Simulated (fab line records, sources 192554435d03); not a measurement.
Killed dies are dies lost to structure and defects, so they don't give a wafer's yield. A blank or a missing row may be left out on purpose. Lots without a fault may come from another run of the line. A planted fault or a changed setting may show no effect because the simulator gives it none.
Chamber matching | flow n5_finfet | N5_FIN_CUT_ETCH_20 on rie_diel-06: 4 sister chambers
The step etches SiARC in CF4, target depth 26 nm, time 43.3 s. 4 wafers are shown with their chamber, then 8 later ones without.

WAFERS WITH THEIR CHAMBER
wafer  | chamber | throttle_valve_pct (%)
L086.3 | 2       | 15.87
L089.3 | 1       | 15.58
L089.6 | 0       | 15.27
L093.1 | 3       | 15.70

WAFERS WITHOUT THEIR CHAMBER
wafer  | throttle_valve_pct (%)
L093.2 | 15.86
L093.4 | 15.57
L094.1 | 15.60
L094.2 | 15.89
L094.4 | 15.71
L095.2 | 15.29
L095.3 | 15.88
L095.4 | 15.72

WHICH CHAMBER EACH WENT THROUGH
wafer  | from the rows above | in truth
L093.2 | 2                   | 2
L093.4 | 1                   | 1
L094.1 | 1                   | 1
L094.2 | 2                   | 2
L094.4 | 3                   | 3
L095.2 | 0                   | 0
L095.3 | 2                   | 2
L095.4 | 3                   | 3
Placed correctly: 8 of 8. Can't be placed from these rows: 0. Placed wrongly: 0.
How it was worked out, from the rows above alone: a wafer's distance from a chamber is the root of the sum, over the readings, of the square of ((its reading less the chamber's mean) divided by the reading's scatter). The wafer belongs to the nearest chamber; if the next one is less than 2 further off, it can't be placed. A chamber's mean is the mean of its shown wafers. The scatter: with one shown wafer a chamber, the root of the mean of the squares of how far each hidden wafer lies from its nearest shown one.
